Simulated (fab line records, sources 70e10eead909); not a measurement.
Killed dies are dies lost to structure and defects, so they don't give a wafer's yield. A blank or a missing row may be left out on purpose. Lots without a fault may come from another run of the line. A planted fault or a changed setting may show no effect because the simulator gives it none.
A struck lot beside a sound one | flow nand_harc | 14 steps out of a route of 1302
Sound: wafers L919.2, L919.4, L919.6. Struck: wafers L917.1, L917.3, L917.6. The cause comes at the end.
At each step with rows: each side's tool, then ch and its chambers, then its first start. Under that, the readings that differ: sound wafers | struck wafers | difference of the means | sigmas: that difference in standard deviations of wafers without a fault.
alike: readings whose means differ by less than 2 such deviations, and words and numbers that are the same on both sides. not compared: withheld readings, readings that some wafer has no value for, bounds like >300 that may hide the same value, and numbers for which the record gives no deviation and whose values overlap.
The two part at a step that has a row with sigmas, a row that says differs or no value, or rows on one side only. Numbers that don't overlap but have no deviation are shown without sigmas and don't part them. A reading that every wafer of one side lacks parts them only if that side has two wafers or more.

NHARC_P_CONTACT_INSPECT_14:
  sound on defect_inspect-01, day 12 00:55; struck on defect_inspect-01, day 11 09:52
  alike: raw_defect_count
NHARC_P_CONTACT_DESCUM_17: chemistry O2, time 3 s.
  sound on rie_diel-08 ch 0,2,3, day 12 00:59; struck on rie_diel-11 ch 0,1,2, day 11 09:56
  alike: chamber_pressure_mTorr, drypump_motor_current_A, oes_product_au, rf_vpp_V, showerhead_plenum_p_Torr, throttle_valve_pct
  not compared: rf_hours_counter_h
then, 1 step without rows for these wafers: NHARC_P_CONTACT_ETCH_35 (etches the open film in CF4, target depth 39 nm, time 65 s).
NHARC_P_CONTACT_ETCH_36: etches the open film in N2/H2, target depth 260 nm, time 406.25 s.
  sound on rie_diel-08 ch 0,3; struck on rie_diel-11 ch 0,1,3
  reading               | sound             | struck            | difference | sigmas
  oes_product_au (a.u.) | 0.985 0.981 0.989 | 1.015 0.994 1.008 | +0.021     | +2
  alike: chamber_pressure_mTorr, drypump_motor_current_A, rf_vpp_V, showerhead_plenum_p_Torr, throttle_valve_pct
  not compared: rf_hours_counter_h
NHARC_P_CONTACT_ETCH_18: etches the open film in C4F8/O2/Ar, target depth 481 nm, time 240.5 s.
  sound on rie_diel-08 ch 0,1,3; struck on rie_diel-11 ch 0,1,2
  alike: chamber_pressure_mTorr, oes_product_au, rf_vpp_V
  not compared: rf_hours_counter_h
then, 2 steps without rows for these wafers: NHARC_P_CONTACT_STRIP_37 (strips in C4F8/O2/Ar); NHARC_P_CONTACT_ETCH_31 (etches the open film in CH3F/O2, target depth 30 nm, time 85.7 s).
NHARC_P_CONTACT_CD_MEAS_19:
  sound on cd_sem-02, day 12 01:51; struck on cd_sem-01, day 11 10:48
  alike: cd_nm
NHARC_P_CONTACT_STRIP_28: strips in O2.
  sound on rie_diel-02 ch 0,2,3, day 12 01:55; struck on rie_diel-02 ch 0,3, day 11 10:53
  alike: chamber_pressure_mTorr, drypump_motor_current_A, oes_product_au, rf_vpp_V, showerhead_plenum_p_Torr, throttle_valve_pct
  not compared: rf_hours_counter_h
then, 1 step without rows for these wafers: NHARC_P_CONTACT_STRIP_29 (strips in post etch residue remover, time 1200 s).
NHARC_P_CONTACT_DEGAS_38: time 60 s.
  sound on pvd_sputter-03, day 12 02:34; struck on pvd_sputter-03, day 11 11:31
  alike: heater_power_w
then, 1 step without rows for these wafers: NHARC_P_CONTACT_PRE_CLEAN_39 (time 19.5 s).
NHARC_P_CONTACT_PVD_32: deposits Ti, target thk 5 nm, time 17.7 s.
  sound on pvd_sputter-03, day 12 02:43; struck on pvd_sputter-03, day 11 11:38
  no value came back on the struck wafers for cathode_dc_power_W (W), chamber_pressure_pa (Pa), substrate_temp_c (C), throttle_valve_pct (%); on the sound wafers cathode_dc_power_W (W) reads 5000.2 5000.1 5001.5
then, 1 step without rows for these wafers: NHARC_P_CONTACT_ALD_22 (deposits TiN, target thk 3 nm, pulse time 1 s, ald cycles 150).

WHERE THEY PART
First at NHARC_P_CONTACT_ETCH_36; last, within this record, at NHARC_P_CONTACT_PVD_32.

WHY: what the simulator had put in
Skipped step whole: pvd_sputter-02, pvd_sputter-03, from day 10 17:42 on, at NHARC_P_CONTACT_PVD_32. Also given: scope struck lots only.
